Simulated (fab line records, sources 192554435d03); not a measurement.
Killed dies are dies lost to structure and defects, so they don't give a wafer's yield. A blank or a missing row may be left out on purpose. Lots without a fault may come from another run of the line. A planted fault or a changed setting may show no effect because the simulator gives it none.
fab line records | flow n5_finfet
record lots=6 wafers=18 last_day=16
route steps=1938 shown BEOL_M0_SAQP@635
lots that met no fault: from a run of the same line without faults
start_h: hours from the record's first day to the start of the lot's first wafer shown | wait_h: hours since the lot's step before | " the same as in the row above | L1.1+2: a row that stands for several wafers | - no value, or no start given | * or withheld: withheld | < > ~ a bound
route shown NAME@n: a module of which the file shows steps, and the number in the route of the first | usual: mean/standard deviation of fault-free wafers | same: alike in all rows | chamber/n: place in a boat | sites: the reading at each site | _std_site: their standard deviation | _edge_site: outer sites' mean less inner sites' | radius_mm: how far each site lies from the wafer's centre | mask NAME#n: copy n | behind: the tool/chamber that last shaped the wafer | hold: why the lot was held/for how many hours/how that ended | device: the transistor (n, p or np) that didn't switch | end of line: the same wafers' tests at the end of the route | a step without rows: its recipe alone | killed: dies lost to structure and defects at the first sort, not the wafer's yield | map: a wafer's dies, x killed, . not, _ none there
set.NAME: the setting as run; set.NAME@STEP: as run at that earlier step | model.NAME: the simulator's own value behind a step, which no gauge read
lots at some steps of the route; a table a step, a row a wafer
services: from which hour (start_h, from the record's first day; less than 0 if before it) a tool's chamber was out of use, for how many hours, and why
## steps
# step N5_BEOL_M0_SAQP_PECVD_03
# recipe material=SiCN target_thk_a=120 temp_c=withheld precursor=3MS/NH3 pressure_torr=3 rf_w=202 time_s=21.1
# usual showerhead_plenum_p_Torr=3.655/0.014 throttle_valve_pct=9.1/0.78
# columns lot.wafer tool chamber start_h wait_h showerhead_plenum_p_Torr since_wet_clean_h throttle_valve_pct
L596.2 pecvd-01 2 123.35 0.1 3.649 254 8.8
L596.3 " 1 " " 3.647 1733 8.8
L596.6 " 2 " " 3.646 - 8.8
L603.1 pecvd-03 0 169.38 0.1 3.638 69 8.2
L603.5 " 2 " " 3.659 - 10.9
L603.6 " 0 " " 3.637 - 7.9
L604.1 pecvd-03 0 176.84 0.1 3.641 77 8.3
L604.2 " 1 " " 3.663 1424 10.1
L604.4 " 0 " " 3.647 - 8.1
L606.1 pecvd-01 2 192.14 0.1 3.645 323 8.8
L606.4 " 0 " " 3.684 - 9.5
L606.6 " 2 " " 3.652 - 8.8
L607.1 pecvd-03 1 195.88 0.1 3.652 1444 9.9
L607.3 " 2 " " 3.662 2169 10.9
L607.5 " 1 " " 3.646 - 9.9
L615.1 pecvd-03 2 248.57 0.1 3.654 17 7.9
L615.4 " 2 " " 3.661 - 7.7
L615.5 " 1 " " 3.646 - 9.7
# step N5_BEOL_M0_SAQP_PECVD_96
# recipe material=a-Si target_thk_a=450 temp_c=350 precursor=SiH4/He pressure_torr=3 rf_w=100 time_s=45.2
# usual heater_power_w=628/60 showerhead_plenum_p_Torr=5.63/0.055 throttle_valve_pct=18.2/1.6
# columns lot.wafer tool chamber start_h wait_h heater_power_w showerhead_plenum_p_Torr since_wet_clean_h throttle_valve_pct
L596.2 pecvd-01 2 123.38 0.0 624 5.57 255 17.9
L596.3 " 1 " " 585 5.59 1734 17.4
L596.6 " 2 " " 630 5.58 - 17.6
L603.1 pecvd-03 0 169.41 0.0 600 5.57 69 16.3
L603.5 " 2 " " 576 5.67 - 22.3
L603.6 " 0 " " 627 5.57 - 16.4
L604.1 pecvd-03 0 176.87 0.0 688 5.57 77 16.0
L604.2 " 1 " " 594 5.63 1425 19.9
L604.4 " 0 " " 674 5.57 - 15.9
L606.1 pecvd-01 2 192.17 0.0 614 5.59 323 18.0
L606.4 " 0 " " 590 5.73 - 18.4
L606.6 " 2 " " 630 5.59 - 17.6
L607.1 pecvd-03 1 195.91 0.0 603 5.61 1444 20.0
L607.3 " 2 " " 610 5.66 2169 22.2
L607.5 " 1 " " 596 5.62 - 20.0
L615.1 pecvd-03 2 248.60 0.0 564 5.63 17 15.3
L615.4 " 2 " " 575 5.63 - 15.4
L615.5 " 1 " " 633 5.62 - 19.9
# step N5_BEOL_M0_SAQP_PECVD_97
# recipe material=SiNx target_thk_a=230 temp_c=350 precursor=SiH4/NH3/N2 pressure_torr=1.5 rf_w=300 time_s=19.9
# usual heater_power_w=555/55 showerhead_plenum_p_Torr=5.08/0.075 throttle_valve_pct=40/3.5
# columns lot.wafer tool chamber start_h wait_h heater_power_w showerhead_plenum_p_Torr since_wet_clean_h throttle_valve_pct
L596.2 pecvd-01 2 123.43 0.0 608 5.03 255 39
L596.3 " 1 " " 566 5.03 1734 38
L596.6 " 2 " " 620 5.04 - 39
L603.1 pecvd-03 0 169.45 0.0 602 4.99 69 36
L603.5 " 2 " " 543 5.11 - 48
L603.6 " 0 " " 601 5.00 - 36
L604.1 pecvd-03 0 176.92 0.0 589 4.99 77 36
L604.2 " 1 " " 543 5.07 1425 44
L604.4 " 0 " " 587 4.99 - 36
L606.1 pecvd-01 2 192.22 0.0 633 5.03 323 39
L606.4 " 0 " " 551 5.22 - 40
L606.6 " 2 " " 607 5.02 - 39
L607.1 pecvd-03 1 195.95 0.0 468 5.08 1444 43
L607.3 " 2 " " 492 5.12 2169 48
L607.5 " 1 " " 483 5.08 - 44
L615.1 pecvd-03 2 248.65 0.0 565 5.10 17 34
L615.4 " 2 " " 445 5.10 - 34
L615.5 " 1 " " 540 5.07 - 44
# step N5_BEOL_M0_SAQP_PECVD_04
# recipe material=a-Si target_thk_a=600 temp_c=350 precursor=SiH4/He pressure_torr=3 rf_w=100 time_s=60.2
# usual heater_power_w=628/53 showerhead_plenum_p_Torr=5.63/0.056 throttle_valve_pct=18.3/1.6
# columns lot.wafer tool chamber start_h wait_h heater_power_w showerhead_plenum_p_Torr since_wet_clean_h throttle_valve_pct
L596.2 pecvd-01 2 123.47 0.0 720 5.59 255 17.7
L596.3 " 1 " " 636 5.59 1734 17.7
L596.6 " 2 " " 697 5.59 - 17.7
L603.1 pecvd-03 0 169.49 0.0 597 5.57 69 16.3
L603.5 " 2 " " 625 5.65 - 22.2
L603.6 " 0 " " 612 5.57 - 16.3
L604.1 pecvd-03 0 176.96 0.0 633 5.57 77 16.5
L604.2 " 1 " " 649 5.61 1425 20.1
L604.4 " 0 " " 628 5.55 - 16.4
L606.1 pecvd-01 2 192.25 0.0 666 5.57 323 18.0
L606.4 " 0 " " 577 5.71 - 18.3
L606.6 " 2 " " 681 5.59 - 18.0
L607.1 pecvd-03 1 195.99 0.0 613 5.61 1444 20.1
L607.3 " 2 " " 600 5.65 2169 22.1
L607.5 " 1 " " 624 5.60 - 20.0
L615.1 pecvd-03 2 248.69 0.0 624 5.64 17 15.4
L615.4 " 2 " " 634 5.63 - 15.3
L615.5 " 1 " " 568 5.63 - 19.6
# step N5_BEOL_M0_SAQP_THK_MEAS_05
# usual thk_nm=60.0/0.98
# columns lot.wafer tool chamber start_h wait_h thk_nm
L596.2 film_metro-02 - 123.56 0.1 58.3
L596.3 " - " " 60.3
L596.6 " - " " 59.5
L603.1 film_metro-01 - 169.59 0.1 59.1
L603.5 " - " " 60.5
L603.6 " - " " 60.2
L604.1 film_metro-01 - 177.05 0.1 59.9
L604.2 " - " " 59.1
L604.4 " - " " 60.3
L606.1 film_metro-01 - 192.35 0.1 57.7
L606.4 " - " " 58.9
L606.6 " - " " 59.7
L607.1 film_metro-01 - 196.09 0.1 59.5
L607.3 " - " " 60.9
L607.5 " - " " 60.4
L615.1 film_metro-01 - 248.78 0.1 60.5
L615.4 " - " " 62.3
L615.5 " - " " 61.1
# step N5_BEOL_M0_SAQP_HM_DEP_111
# recipe material=SiO2 target_thk_a=120 temp_c=400 precursor=SiH4/N2O pressure_torr=0.75 rf_w=275 time_s=7.2
# usual heater_power_w=822/110 showerhead_plenum_p_Torr=8.08/0.15
# columns lot.wafer tool chamber start_h wait_h heater_power_w showerhead_plenum_p_Torr since_wet_clean_h
L596.2 pecvd-03 0 123.60 0.0 764 7.86 23
L596.3 " 1 " " 749 8.01 1371
L596.6 " 0 " " 774 7.85 -
L603.1 pecvd-03 1 169.62 0.0 733 8.00 1417
L603.5 " 2 " " 810 8.11 -
L603.6 " 0 " " 831 7.86 -
L604.1 pecvd-04 2 177.09 0.0 766 8.22 127
L604.2 " 0 " " 959 8.20 881
L604.4 " 2 " " 732 8.23 -
L606.1 pecvd-03 2 192.39 0.0 721 8.11 2165
L606.4 " 2 " " 712 8.10 -
L606.6 " 0 " " 845 7.85 -
L607.1 pecvd-01 2 196.12 0.0 814 7.91 327
L607.3 " 0 " " 747 8.32 1081
L607.5 " 2 " " 824 7.96 -
L615.1 pecvd-03 2 248.82 0.0 754 8.08 17
L615.4 " 0 " " 823 7.86 -
L615.5 " 1 " " 730 8.02 -
# step N5_BEOL_M0_SAQP_COAT_81
# recipe resist=SOC temp_c=250 time_s=60 spin_rpm=1500 resist_thk_nm=100
# step N5_BEOL_M0_SAQP_COAT_82
# recipe resist=SiARC temp_c=220 time_s=60 spin_rpm=1500 resist_thk_nm=30
# step N5_BEOL_M0_SAQP_COAT_08
# recipe resist=CAR-ArF spin_rpm=1500 resist_thk_nm=90
# step N5_BEOL_M0_SAQP_EBR_10
# recipe solvent=PGMEA ebr_width_mm=1.5
# step N5_BEOL_M0_SAQP_SOFTBAKE_09
# recipe temp_c=110 time_s=60 resist=CAR-ArF
# step N5_BEOL_M0_SAQP_EXPOSE_11
# recipe mask_id=M0_CORE na=1.35 source_shape=dipole sigma_inner=0.538 sigma_outer=0.738 polarization=te target_cd_nm=42 dose_mj=55
# step N5_BEOL_M0_SAQP_PEB_12
# recipe peb_temp_c=withheld peb_time_s=60 resist=CAR-ArF
# usual chill_plate_temp_C=22.98/0.1 exhaust_pa=45.1/0.98
# columns lot.wafer tool chamber start_h wait_h chill_plate_temp_C exhaust_pa
L596.2 litho_track-02 0 123.98 0.0 22.96 44.4
L596.3 " 0 " " 22.95 44.1
L596.6 " 0 " " 23.02 44.3
L603.1 litho_track-02 - 169.88 0.1 - -
L603.5 " - " " - -
L603.6 " - " " - -
L604.1 litho_track-02 - 177.34 0.1 - -
L604.2 " - " " - -
L604.4 " - " " - -
L606.1 litho_track-02 0 192.64 0.1 22.99 45.2
L606.4 " 0 " " 22.99 46.1
L606.6 " 0 " " 23.03 46.0
L607.1 litho_track-01 0 196.38 0.1 23.10 45.0
L607.3 " 0 " " 22.84 46.3
L607.5 " 0 " " 22.99 45.4
L615.1 litho_track-01 0 249.20 0.1 22.95 44.6
L615.4 " 0 " " 22.96 44.4
L615.5 " 0 " " 22.91 44.2
# step N5_BEOL_M0_SAQP_DEVELOP_13
# recipe develop_time_s=30 developer=TMAH resist=CAR-ArF dev_temp_c=23 rinse_liquid=diw dry=air_spin
## services
# columns tool chamber start_h hours kind
pecvd-03 0 100.14 5.5 scheduled_down
pecvd-03 2 158.88 5.5 scheduled_down
pecvd-03 2 202.38 - clean
pecvd-03 2 202.38 - consumable_replace:showerhead
pecvd-03 2 202.38 29.0 scheduled_down
pecvd-03 2 202.38 29.0 vent_cycle
pecvd-01 1 210.15 2.1 scheduled_down
pecvd-04 0 225.92 13.6 repair
litho_track-01 - 232.98 - consumable_replace:filter
pecvd-04 - 236.58 14.6 pm
pecvd-01 0 242.40 11.1 repair
## key
first_sign step=N5_BEOL_M0_SAQP_PEB_12 reading=tool_record direction=missing
effect none on later readings
met_at N5_BEOL_M0_SAQP_PEB_12
struck_wafers L603.1,L603.5,L603.6,L604.1,L604.2,L604.4
later_rows_left_out L603.1,L603.5,L603.6,L604.1,L604.2,L604.4
sort_left_out L603.1,L603.5,L603.6,L604.1,L604.2,L604.4
onset_between 123.98 169.88
fault kind=skipped_step_whole tool=litho_track-02 chamber=- onset_h=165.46 steps=N5_BEOL_M0_SAQP_PEB_12 scope=struck_lots_only
# sort_left_out: the simulated sort isn't trusted on such a fault, so these wafers' sort isn't shown, and their yield isn't known
# later_rows_left_out: the simulator's readings of these wafers behind a module that went badly wrong aren't trusted and aren't shown, but for the sort
